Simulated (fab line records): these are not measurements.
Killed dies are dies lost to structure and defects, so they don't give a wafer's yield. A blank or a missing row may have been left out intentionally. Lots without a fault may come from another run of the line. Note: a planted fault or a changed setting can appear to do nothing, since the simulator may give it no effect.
Which of the tools did it? :: flow nand-harc :: 24 lots, 72 wafers sampled, at 4 steps of a route of 1302

== WHAT EACH GAUGE READ, for each wafer ==
NHARC_A_ONON_D1_THK_MEAS_02: measures by ellipsometry. Usual: thk-nm reads 1002 nm (standard deviation 11).
lot: L074
measured: day 7 18:08
on: film-metro-02
thk-nm (nm): 1022 1024 1023
flag: 

lot: L075
measured: day 8 13:01
on: film-metro-02
thk-nm (nm): 1006 1005 1005
flag: 

lot: L076
measured: day 8 13:02
on: film-metro-01
thk-nm (nm): 995 996 997
flag: 

lot: L077
measured: day 8 20:12
on: film-metro-02
thk-nm (nm): 998 998 998
flag: 

lot: L078
measured: day 9 11:44
on: film-metro-02
thk-nm (nm): 1006 1003 1005
flag: 

lot: L079
measured: day 9 19:48
on: film-metro-02
thk-nm (nm): 1001 1002 1001
flag: 

lot: L080
measured: day 10 04:27
on: film-metro-01
thk-nm (nm): 1006 1006 1006
flag: 

lot: L081
measured: day 10 19:15
on: film-metro-02
thk-nm (nm): 1006 1004 1004
flag: 

lot: L082
measured: day 10 19:16
on: film-metro-01
thk-nm (nm): 1002 1001 1003
flag: 

lot: L083
measured: day 11 09:38
on: film-metro-01
thk-nm (nm): 982 983 981
flag: 

lot: L084
measured: day 11 18:34
on: film-metro-01
thk-nm (nm): 992 995 992
flag: 

lot: L086
measured: day 12 11:29
on: film-metro-02
thk-nm (nm): 998 998 996
flag: 

lot: L085
measured: day 12 11:46
on: film-metro-01
thk-nm (nm): 1018 1017 1017
flag: 

lot: L087
measured: day 13 04:58
on: film-metro-01
thk-nm (nm): 996 996 997
flag: 

lot: L089
measured: day 13 19:07
on: film-metro-01
thk-nm (nm): 1017 1015 1014
flag: 

lot: L088
measured: day 14 00:22
on: film-metro-01
thk-nm (nm): 984 984 984
flag: 

lot: L090
measured: day 14 16:40
on: film-metro-02
thk-nm (nm): 1008 1009 1009
flag: 

lot: L091
measured: day 15 03:18
on: film-metro-01
thk-nm (nm): 1000 1001 1000
flag: 

lot: L092
measured: day 15 09:10
on: film-metro-01
thk-nm (nm): 1014 1011 1013
flag: 

lot: L093
measured: day 15 14:31
on: film-metro-02
thk-nm (nm): 1014 1014 1014
flag: 

lot: L094
measured: day 16 00:25
on: film-metro-02
thk-nm (nm): 1007 1005 1007
flag: 

lot: L095
measured: day 16 09:22
on: film-metro-02
thk-nm (nm): 1013 1010 1011
flag: 

lot: L097
measured: day 17 04:19
on: film-metro-01
thk-nm (nm): 989 987 989
flag: 

lot: L096
measured: day 18 08:04
on: film-metro-01
thk-nm (nm): 985 983 984
flag: 

NHARC_A_ONON_D1_THK_MEAS_27: measures by ellipsometry. Usual: thk-nm reads 1002 nm (standard deviation 8.7).
lot: L074
measured: day 8 05:43
on: film-metro-02
thk-nm (nm): 999 1000 998
flag: 

lot: L075
measured: day 9 00:40
on: film-metro-01
thk-nm (nm): 1008 1004 1007
flag: 

lot: L076
measured: day 9 00:39
on: film-metro-01
thk-nm (nm): 1005 1007 1005
flag: 

lot: L077
measured: day 9 09:23
on: film-metro-02
thk-nm (nm): 1016 1016 1016
flag: 

lot: L078
measured: day 9 23:35
on: film-metro-02
thk-nm (nm): 1000 999 1000
flag: 

lot: L079
measured: day 10 07:35
on: film-metro-02
thk-nm (nm): 1010 1010 1012
flag: 

lot: L080
measured: day 10 17:08
on: film-metro-02
thk-nm (nm): 1002 1001 1002
flag: 

lot: L081
measured: day 11 07:01
on: film-metro-01
thk-nm (nm): 989 989 989
flag: 

lot: L082
measured: day 11 07:01
on: film-metro-02
thk-nm (nm): 988 989 988
flag: 

lot: L083
measured: day 11 21:24
on: film-metro-01
thk-nm (nm): 1009 1009 1010
flag: 

lot: L084
measured: day 12 13:07
on: film-metro-01
thk-nm (nm): 1011 1009 1010
flag: 

lot: L086
measured: day 12 23:19
on: film-metro-02
thk-nm (nm): 1013 1015 1016
flag: 

lot: L085
measured: day 12 23:20
on: film-metro-01
thk-nm (nm): 999 999 997
flag: 

lot: L087
measured: day 13 23:32
on: film-metro-02
thk-nm (nm): 1007 1006 1007
flag: 

lot: L089
measured: day 14 06:52
on: film-metro-02
thk-nm (nm): 999 997 998
flag: 

lot: L088
measured: day 14 14:43
on: film-metro-02
thk-nm (nm): 998 1000 998
flag: 

lot: L090
measured: day 15 05:19
on: film-metro-01
thk-nm (nm): 997 995 995
flag: 

lot: L091
measured: day 15 15:24
on: film-metro-02
thk-nm (nm): 1015 1014 1017
flag: 

lot: L092
measured: day 15 23:41
on: film-metro-02
thk-nm (nm): 988 987 987
flag: 

lot: L093
measured: day 15 23:43
on: film-metro-01
thk-nm (nm): 990 993 990
flag: 

lot: L094
measured: day 16 12:04
on: film-metro-02
thk-nm (nm): 1000 999 999
flag: 

lot: L095
measured: day 16 21:10
on: film-metro-01
thk-nm (nm): 999 999 1000
flag: 

lot: L097
measured: day 17 16:05
on: film-metro-01
thk-nm (nm): 1012 1012 1010
flag: 

lot: L096
measured: day 18 20:11
on: film-metro-01
thk-nm (nm): 987 988 990
flag: 

NHARC_A_CHANNEL_HOLE_D1_CD_MEAS_10 targets a cd of 100 nm. Usual: cd-nm reads 100.0 nm (standard deviation 0.44).
lot: L074
measured: day 8 09:34
on: cd-sem-02
cd-nm (nm): 100.1 100.5 100.4
flag: 

lot: L075
measured: day 9 05:45
on: cd-sem-01
cd-nm (nm): 99.7 99.8 99.9
flag: 

lot: L076
measured: day 9 05:10
on: cd-sem-02
cd-nm (nm): 99.8 99.9 100.3
flag: 

lot: L077
measured: day 9 16:44
on: cd-sem-01
cd-nm (nm): 100.9 100.1 100.1
flag: 

lot: L078
measured: day 10 03:34
on: cd-sem-03
cd-nm (nm): 100.5 100.8 99.8
flag: 

lot: L079
measured: day 10 13:49
on: cd-sem-02
cd-nm (nm): 100.2 100.6 99.2
flag: 

lot: L080
measured: day 10 22:47
on: cd-sem-01
cd-nm (nm): 100.0 99.4 99.9
flag: 

lot: L081
measured: day 11 12:31
on: cd-sem-02
cd-nm (nm): 99.5 100.1 99.8
flag: 

lot: L082
measured: day 11 11:05
on: cd-sem-01
cd-nm (nm): 100.0 100.1 100.0
flag: 

lot: L083
measured: day 12 01:14
on: cd-sem-02
cd-nm (nm): 99.0 100.2 99.9
flag: 

lot: L084
measured: day 12 16:56
on: cd-sem-01
cd-nm (nm): 100.0 100.0 99.9
flag: 

lot: L086
measured: day 13 03:19
on: cd-sem-01
cd-nm (nm): 99.4 100.0 100.6
flag: 

lot: L085
measured: day 13 03:10
on: cd-sem-03
cd-nm (nm): 100.5 100.2 99.9
flag: 

lot: L087
measured: day 14 05:04
on: cd-sem-03
cd-nm (nm): 99.4 99.2 99.1
flag: 

lot: L089
measured: day 14 10:50
on: cd-sem-02
cd-nm (nm): 99.4 99.6 100.0
flag: 

lot: L088
measured: day 14 19:49
on: cd-sem-01
cd-nm (nm): 100.8 101.0 100.7
flag: 

lot: L090
measured: day 15 09:11
on: cd-sem-03
cd-nm (nm): 99.6 100.0 100.0
flag: 

lot: L091
measured: day 15 21:19
on: cd-sem-01
cd-nm (nm): 99.4 99.5 99.2
flag: 

lot: L092
measured: day 16 06:47
on: cd-sem-02
cd-nm (nm): 100.4 100.5 100.5
flag: 

lot: L093
measured: day 16 05:35
on: cd-sem-02
cd-nm (nm): 100.1 99.7 100.2
flag: 

lot: L094
measured: day 16 15:44
on: cd-sem-01
cd-nm (nm): 99.6 99.6 100.2
flag: 

lot: L095
measured: day 17 01:00
on: cd-sem-02
cd-nm (nm): 99.7 100.7 100.6
flag: 

lot: L097
measured: day 17 19:52
on: cd-sem-03
cd-nm (nm): 99.3 99.8 100.2
flag: 

lot: L096
measured: day 19 04:55
on: cd-sem-01
cd-nm (nm): 99.9 99.4 99.4
flag: 

== WHICH TOOL RAN EACH LOT (tool, then ch and the chambers of the sampled wafers, then the start) ==
lot: L074
NHARC_A_CHANNEL_HOLE_D1_DEP_01: pecvd-03 ch 1,2, day 8 08:53

lot: L075
NHARC_A_CHANNEL_HOLE_D1_DEP_01: pecvd-04 ch 0,1, day 9 05:04

lot: L076
NHARC_A_CHANNEL_HOLE_D1_DEP_01: pecvd-04 ch 0,1, day 9 04:28

lot: L077
NHARC_A_CHANNEL_HOLE_D1_DEP_01: pecvd-02 ch 0,1,2, day 9 16:02

lot: L078
NHARC_A_CHANNEL_HOLE_D1_DEP_01: pecvd-03 ch 0,1, day 10 02:49

lot: L079
NHARC_A_CHANNEL_HOLE_D1_DEP_01: pecvd-03 ch 0,1,2, day 10 13:06

lot: L080
NHARC_A_CHANNEL_HOLE_D1_DEP_01: pecvd-03 ch 0,1,2, day 10 22:04

lot: L081
NHARC_A_CHANNEL_HOLE_D1_DEP_01: pecvd-03 ch 0,1, day 11 11:54

lot: L082
NHARC_A_CHANNEL_HOLE_D1_DEP_01: pecvd-03 ch 0,1,2, day 11 10:23

lot: L083
NHARC_A_CHANNEL_HOLE_D1_DEP_01: pecvd-03 ch 0,2, day 12 00:32

lot: L084
NHARC_A_CHANNEL_HOLE_D1_DEP_01: pecvd-02 ch 0,1,2, day 12 16:14

lot: L086
NHARC_A_CHANNEL_HOLE_D1_DEP_01: pecvd-03 ch 0,2, day 13 02:31

lot: L085
NHARC_A_CHANNEL_HOLE_D1_DEP_01: pecvd-04 ch 0,1,2, day 13 02:28

lot: L087
NHARC_A_CHANNEL_HOLE_D1_DEP_01: pecvd-04 ch 0,1,2, day 14 04:28

lot: L089
NHARC_A_CHANNEL_HOLE_D1_DEP_01: pecvd-04 ch 0,2, day 14 10:07

lot: L088
NHARC_A_CHANNEL_HOLE_D1_DEP_01: pecvd-03 ch 0,1,2, day 14 19:13

lot: L090
NHARC_A_CHANNEL_HOLE_D1_DEP_01: pecvd-02 ch 0,1, day 15 08:28

lot: L091
NHARC_A_CHANNEL_HOLE_D1_DEP_01: pecvd-04 ch 0,1,2, day 15 20:36

lot: L092
NHARC_A_CHANNEL_HOLE_D1_DEP_01: pecvd-03 ch 0,1, day 16 06:06

lot: L093
NHARC_A_CHANNEL_HOLE_D1_DEP_01: pecvd-02 ch 1,2, day 16 04:51

lot: L094
NHARC_A_CHANNEL_HOLE_D1_DEP_01: pecvd-04 ch 0,1,2, day 16 15:12

lot: L095
NHARC_A_CHANNEL_HOLE_D1_DEP_01: pecvd-03 ch 0,2, day 17 00:19

lot: L097
NHARC_A_CHANNEL_HOLE_D1_DEP_01: pecvd-02 ch 0,1,2, day 17 19:10

lot: L096
NHARC_A_CHANNEL_HOLE_D1_DEP_01: pecvd-03 ch 0,1,2, day 19 04:11
- NHARC_A_CHANNEL_HOLE_D1_DEP_01: deposits SiON, target thk 140 nm.

== AS READ BY THE TOOLS THEMSELVES (means over the sampled wafers that have a number; for cases with no such wafer, the mark the record gives instead) ==
NHARC_A_CHANNEL_HOLE_D1_DEP_01. Usual: heater-power-w reads 782 W (standard deviation 120).
lot: L074
tool: pecvd-03
heater-power-w (W): 834
flag: 

lot: L075
tool: pecvd-04
heater-power-w (W): 651
flag: 

lot: L076
tool: pecvd-04
heater-power-w (W): 669
flag: 

lot: L077
tool: pecvd-02
heater-power-w (W): 785
flag: 

lot: L078
tool: pecvd-03
heater-power-w (W): 707
flag: 

lot: L079
tool: pecvd-03
heater-power-w (W): 847
flag: 

lot: L080
tool: pecvd-03
heater-power-w (W): 823
flag: 

lot: L081
tool: pecvd-03
heater-power-w (W): 762
flag: 

lot: L082
tool: pecvd-03
heater-power-w (W): 769
flag: 

lot: L083
tool: pecvd-03
heater-power-w (W): 813
flag: 

lot: L084
tool: pecvd-02
heater-power-w (W): 760
flag: 

lot: L086
tool: pecvd-03
heater-power-w (W): 915
flag: 

lot: L085
tool: pecvd-04
heater-power-w (W): 727
flag: 

lot: L087
tool: pecvd-04
heater-power-w (W): 752
flag: 

lot: L089
tool: pecvd-04
heater-power-w (W): 723
flag: 

lot: L088
tool: pecvd-03
heater-power-w (W): 788
flag: 

lot: L090
tool: pecvd-02
heater-power-w (W): 823
flag: 

lot: L091
tool: pecvd-04
heater-power-w (W): 749
flag: 

lot: L092
tool: pecvd-03
heater-power-w (W): 791
flag: 

lot: L093
tool: pecvd-02
heater-power-w (W): 738
flag: 

lot: L094
tool: pecvd-04
heater-power-w (W): 737
flag: 

lot: L095
tool: pecvd-03
heater-power-w (W): 928
flag: 

lot: L097
tool: pecvd-02
heater-power-w (W): 758
flag: 

lot: L096
tool: pecvd-03
heater-power-w (W): 821
flag: 

== THE ANSWER, worked out from the rows above alone ==
Rule: a lot counts as off when the mean over its wafers that have a number is more than 3 standard deviations away from the usual mean. A lot without any number at a reading at which 4 lots or more have one is off too. All remaining lots with rows at the step are treated as sound. Order of review: gauges by route order, followed by the tools' own readings, for which a lot's mean as printed above is used. The first step at which some lot is off is used, and at that step the reading that is off furthest; a lot without a number counts as furthest.
None of the lots is off at any reading shown; this tells nothing.

== WHAT THE SIMULATOR HAD PUT IN ==
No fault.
